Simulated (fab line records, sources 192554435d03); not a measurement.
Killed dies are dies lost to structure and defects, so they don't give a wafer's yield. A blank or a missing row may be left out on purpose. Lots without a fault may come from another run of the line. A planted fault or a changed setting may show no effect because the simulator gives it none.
One fault seen from 2 desks | flow n5_finfet | each desk has only its own numbers; what lay behind them comes last

THE METROLOGY DESK
What the gauges read, lot by lot, whatever tool the lot ran on: means of the sampled wafers that have a number. A lot is out of limits, marked OUT, if its mean lies more than 4 standard deviations from the usual mean; the brackets give that distance. Of its 12 readings 7 are shown: those that lie furthest out on some lot.
Columns: A = M4_THK at N5_BEOL_M4_THK_MEAS_53, usual 42.1 nm; B = M4_RS at N5_BEOL_M4_RS_MEAS_58, usual 0.66 ohm/sq; C = DIBL_N at N5_BEOL_M4_RC_MEAS_101, usual 36.3 mV/V; D = DIBL_P at N5_BEOL_M4_RC_MEAS_101, usual 36.2 mV/V; E = IOFF_N at N5_BEOL_M4_RC_MEAS_101, usual 0.160 nA/um; F = VT_N at N5_BEOL_M4_RC_MEAS_101, usual 250 mV; G = VT_P at N5_BEOL_M4_RC_MEAS_101, usual -250 mV
lot  | first seen here | A    | B    | C    | D    | E     | F   | G
L625 | day 8 03:55     | 40.6 | 0.69 | 35.8 | 36.7 | 0.166 | 249 | -250
L630 | day 9 17:02     | 43.0 | 0.64 | 34.5 | 35.4 | 0.141 | 250 | -252
L635 | day 10 23:57    | 44.9 | 0.61 | 36.4 | 33.6 | 0.135 | 254 | -254
L640 | day 12 12:25    | 42.7 | 0.65 | 34.7 | 35.3 | 0.131 | 253 | -253
L641 | day 12 16:07    | 43.9 | 0.62 | 37.3 | 37.7 | 0.166 | 250 | -250
L644 | day 13 11:47    | 42.4 | 0.65 | 35.1 | 35.5 | 0.152 | 250 | -249
This desk's finding: nothing out of limits on any of the 6 lots.

THE TOOL OWNER'S DESK: pecvd-04
The tool's own readings at N5_BEOL_M4_DEP_57 (deposits SiCN from 3MS/NH3, target thk 8 nm, time 14 s): means of the sampled wafers that have a number, for each lot that ran on this tool. A lot is out of limits, marked OUT, if its mean lies more than 4 standard deviations from the usual mean; the brackets give that distance.
Columns: A = rf_fwd_power_W at N5_BEOL_M4_DEP_57, usual 199.5 W; B = showerhead_plenum_p_Torr at N5_BEOL_M4_DEP_57, usual 3.663 Torr; C = throttle_valve_pct at N5_BEOL_M4_DEP_57, usual 9.0 %
lot  | first seen here | A     | B     | C
L630 | day 9 17:14     | 200.6 | 3.651 | 8.9
L635 | day 11 00:08    | 198.6 | 3.665 | 9.0
L640 | day 12 12:38    | 198.8 | 3.659 | 9.2
This desk's finding: nothing out of limits on any of the 3 lots.

PUT TOGETHER
The metrology desk saw nothing out of limits.
The tool owner's desk saw nothing out of limits.

WHAT THE SIMULATOR HAD PUT IN
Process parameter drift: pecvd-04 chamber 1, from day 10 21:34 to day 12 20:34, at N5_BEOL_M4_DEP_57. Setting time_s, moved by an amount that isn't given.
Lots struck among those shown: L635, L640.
